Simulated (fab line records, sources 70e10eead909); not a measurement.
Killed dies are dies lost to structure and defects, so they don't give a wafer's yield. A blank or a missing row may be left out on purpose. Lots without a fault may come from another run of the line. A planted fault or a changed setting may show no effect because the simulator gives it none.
A struck lot beside a sound one | flow nand_harc | 21 steps out of a route of 1159
Sound: wafers L729.3, L729.4, L729.6. Struck: wafers L733.1, L733.3. The cause comes at the end.
At each step with rows: each side's tool, then ch and its chambers, then its first start. Under that, the readings that differ: sound wafers | struck wafers | difference of the means | sigmas: that difference in standard deviations of wafers without a fault.
alike: readings whose means differ by less than 2 such deviations, and words and numbers that are the same on both sides. not compared: withheld readings, readings that some wafer has no value for, bounds like >300 that may hide the same value, and numbers for which the record gives no deviation and whose values overlap.
The two part at a step that has a row with sigmas, a row that says differs or no value, or rows on one side only. Numbers that don't overlap but have no deviation are shown without sigmas and don't part them. A reading that every wafer of one side lacks parts them only if that side has two wafers or more.

NHARC_A_BLC_CMP_25: polishes, t overpolish 30 s, target thk 150 nm.
  sound on cmp-01 ch 0,1,3, day 18 02:34; struck on cmp-01 ch 0,2, day 18 22:11
  alike: edge_zone_pressure_frac, motor_current_A, overpolish_run_s, time_to_endpoint_s
then, 1 step without rows for these wafers: NHARC_A_BLC_SRD_27.
NHARC_A_BLC_INSPECT_28:
  sound on defect_inspect-02, day 18 02:57; struck on defect_inspect-01, day 18 22:34
  alike: raw_defect_count
then, 8 steps without rows for these wafers: NHARC_A_M0_DEP_00 (deposits SiOC, target thk 150 nm); NHARC_A_M0_DEHYDRATE_01 (time 120 s); NHARC_A_M0_HMDS_02 (time 30 s); NHARC_A_M0_COAT_33 (time 65 s); NHARC_A_M0_COAT_03 (resist thk 90 nm); NHARC_A_M0_SOFTBAKE_04 (time 55 s); NHARC_A_M0_EBR_05; NHARC_A_M0_EXPOSE_06 (exposes mask A M0, target cd 80 nm).
NHARC_A_M0_PEB_07: peb time 65 s.
  sound on litho_track-06 ch 0, day 18 03:47; struck on litho_track-06 ch 0, day 18 23:23
  reading                  | sound              | struck      | difference | sigmas
  heater_power_total_W (W) | 156.0 156.7 157.1  | 154.8 154.8 | -1.8       | -4
  plate_temp_C (C)         | 99.76 99.92 100.01 | 99.45 99.63 | -0.36      | -3
  alike: exhaust_pa
then, 1 step without rows for these wafers: NHARC_A_M0_DEVELOP_08 (develop time 35 s).
NHARC_A_M0_CD_MEAS_09: target cd 80 nm.
  sound on cd_sem-02 ch 0, day 18 03:52; struck on cd_sem-01 ch 0, day 18 23:28
  reading    | sound          | struck    | difference | sigmas
  cd_nm (nm) | 81.3 81.1 81.4 | 78.9 79.4 | -2.1       | -3
NHARC_A_M0_OVL_MEAS_10: pitch 160 nm.
  sound on overlay-02, day 18 03:58; struck on overlay-01, day 18 23:34
  alike: overlay_x_nm, overlay_y_nm
NHARC_A_M0_INSPECT_11:
  sound on defect_inspect-01, day 18 03:59; struck on defect_inspect-01, day 18 23:36
  alike: raw_defect_count
NHARC_A_M0_DESCUM_14: chemistry O2, time 3 s.
  sound on rie_diel-11 ch 0,3, day 18 04:05; struck on rie_diel-01 ch 1,2, day 18 23:40
  reading               | sound            | struck      | difference | sigmas
  model.A_M0.cd_nm (nm) | 82.2 81.75 81.11 | 78.96 78.83 | -2.79      |
  alike: drypump_motor_current_A, oes_product_au, rf_vpp_V, showerhead_plenum_p_Torr, throttle_valve_pct
  not compared: rf_hours_counter_h
NHARC_A_M0_ETCH_34: etches the open film in N2/H2, target depth 40 nm, overetch 12 nm, time 43.94 s.
  sound on rie_diel-11 ch 0,1,3, day 18 04:10; struck on rie_diel-01 ch 0,3, day 18 23:45
  alike: drypump_motor_current_A, n2_flow_sccm, oes_product_au, rf_fwd_power_W, rf_vpp_V, showerhead_plenum_p_Torr, throttle_valve_pct
  not compared: rf_hours_counter_h
NHARC_A_M0_ETCH_15: etches the open film in C4F8/Ar, target depth 150 nm, overetch 15 nm, time 82.5 s.
  sound on rie_diel-11 ch 0,1,3; struck on rie_diel-01 ch 1,2
  reading               | sound             | struck      | difference | sigmas
  model.A_M0.cd_nm (nm) | 81.66 82.07 81.14 | 79.61 78.54 | -2.55      |
  alike: oes_product_au, rf_fwd_power_W, rf_vpp_V
  not compared: rf_hours_counter_h
NHARC_A_M0_CD_MEAS_16:
  sound on cd_sem-01, day 18 04:24; struck on cd_sem-03, day 18 23:58
  reading    | sound          | struck    | difference | sigmas
  cd_nm (nm) | 81.8 82.7 80.9 | 79.7 78.4 | -2.7       | -3
-- the record jumps here: 3 days lie between the struck wafers' starts before and after (it left off in module A_M0 and takes up again in module END, whose first step shown is number 1159 of the route) --
NHARC_END_SORT_01:
  the record has rows for the struck wafers here (prober-02 ch 0, day 21 12:18) and none for the sound ones

WHERE THEY PART
First at NHARC_A_M0_PEB_07; last, within this record, at NHARC_END_SORT_01.

WHY: what the simulator had put in
Process parameter drift: litho_track-06, from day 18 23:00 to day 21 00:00, at NHARC_A_M0_PEB_07. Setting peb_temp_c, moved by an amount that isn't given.
